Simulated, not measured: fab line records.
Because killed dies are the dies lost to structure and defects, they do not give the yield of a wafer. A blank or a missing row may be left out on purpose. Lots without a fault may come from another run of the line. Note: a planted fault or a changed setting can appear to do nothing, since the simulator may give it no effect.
Chamber matching ; flow n5 finfet ; N5_BEOL_M0_CUTY_ETCH_63 on rie diel-01: 4 sister chambers
The step etches SOC in N2/H2, target depth 82.7 nm, overetch 16.5 nm, time 124 s. 4 wafers are shown with their chamber, then 9 later ones without.

== WAFERS, EACH WITH ITS CHAMBER ==
wafer;chamber;showerhead plenum p Torr (Torr)
L090.1;3;2.54
L090.5;1;2.56
L092.1;0;2.67
L092.5;2;2.46

== WAFERS WHOSE CHAMBER IS MISSING ==
wafer;showerhead plenum p Torr (Torr)
L093.1;2.54
L093.3;2.67
L093.5;2.46
L094.1;2.53
L094.4;2.67
L094.5;2.53
L097.4;2.56
L097.5;2.46
L097.6;2.53

== THE CHAMBER EACH PASSED THROUGH ==
wafer;from the rows above;in truth
L093.1;3;3
L093.3;0;0
L093.5;2;2
L094.1;3;3
L094.4;0;0
L094.5;3;3
L097.4;1;1
L097.5;2;2
L097.6;3;3
Correctly placed: 9 of 9. Not placeable from these rows: 0. Number placed wrongly: 0.
How it was worked out, from the rows above alone: a wafer's distance from a chamber is the root of the sum, over the readings, of the square of ((its reading less the chamber's mean) divided by the reading's scatter). The wafer belongs to the nearest chamber; if the next one is less than 2 further off, it can't be placed. Each chamber's mean is taken over the wafers shown for it. The scatter: root of mean squared gap, hidden wafer to nearest shown wafer, with one shown wafer a chamber.
